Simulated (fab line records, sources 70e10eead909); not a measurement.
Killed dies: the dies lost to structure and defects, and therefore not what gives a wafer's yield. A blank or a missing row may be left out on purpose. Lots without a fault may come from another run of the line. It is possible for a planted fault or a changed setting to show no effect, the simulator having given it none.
Chamber matching ; flow nandHarc ; rieDiel-05 running NHARC_P_GATE_STRIP_108: 4 sister chambers
The step strips in O2. 22 wafers are shown with their chamber, then 11 later ones without.

== WAFERS, EACH WITH ITS CHAMBER ==
wafer;chamber;showerheadPlenumPTorr (Torr);drypumpMotorCurrentA (A);throttleValvePct (%)
L074.2;3;3.75;6.0;17.034
L074.3;1;3.59;6.6;17.032
L074.5;1;3.59;6.6;17.037
L078.1;1;3.59;6.5;17.034
L078.3;2;3.54;6.6;17.034
L078.5;3;3.75;6.0;17.034
L079.1;2;3.54;6.7;17.037
L079.3;0;3.60;5.8;17.038
L079.5;1;3.59;6.5;17.035
L080.2;3;3.75;6.0;17.033
L080.5;1;3.59;6.5;17.026
L080.6;2;3.54;6.6;17.035
L084.2;1;3.58;6.6;17.037
L084.4;0;3.60;5.8;17.032
L084.6;1;3.59;6.6;17.037
L085.3;3;3.75;6.0;17.030
L085.4;0;3.60;5.8;17.041
L085.6;0;3.60;5.8;17.044
L087.1;1;3.58;6.6;17.033
L087.2;3;3.75;6.0;17.042
L087.5;0;3.60;5.8;17.046
L089.1;0;3.60;5.8;17.033

SIGNATURES (means of the wafers above)
reading;chamber 0;chamber 1;chamber 2;chamber 3;scatter within a chamber
showerheadPlenumPTorr;3.6000;3.5875;3.5400;3.7500;0.00289
drypumpMotorCurrentA;5.800;6.562;6.633;6.000;0.0376
throttleValvePct;17.03900;17.03387;17.03533;17.03460;0.00438
Rule: a wafer lies at a distance from a chamber equal to the root of the sum of squares, over the readings, of (its reading less the chamber's mean, divided by the reading's scatter). The wafer belongs to the nearest chamber; if the next one is less than 2 further off, it can't be placed. The scatter: the root of (the sum of the squares of (reading less its chamber's mean) over the shown wafers, divided by (wafers less chambers)).

== WAFERS WITH NO CHAMBER GIVEN ==
wafer;showerheadPlenumPTorr (Torr);drypumpMotorCurrentA (A);throttleValvePct (%)
L089.3;3.58;6.5;17.037
L089.4;3.75;6.0;17.046
L092.3;3.59;5.8;17.028
L092.4;3.54;6.6;17.045
L092.6;3.75;6.0;17.052
L094.2;3.59;5.8;17.038
L094.5;3.58;6.5;17.028
L094.6;3.54;6.7;17.040
L095.1;3.58;6.5;17.029
L095.2;3.75;6.0;17.050
L095.3;3.54;6.6;17.048

== EACH ONE'S CHAMBER ==
wafer;from the rows above;in truth
L089.3;1;1
L089.4;3;3
L092.3;0;0
L092.4;2;2
L092.6;3;3
L094.2;0;0
L094.5;1;1
L094.6;2;2
L095.1;1;1
L095.2;3;3
L095.3;2;2
11 of 11 placed correctly. Not placeable from these rows: 0. Wrongly placed: 0.
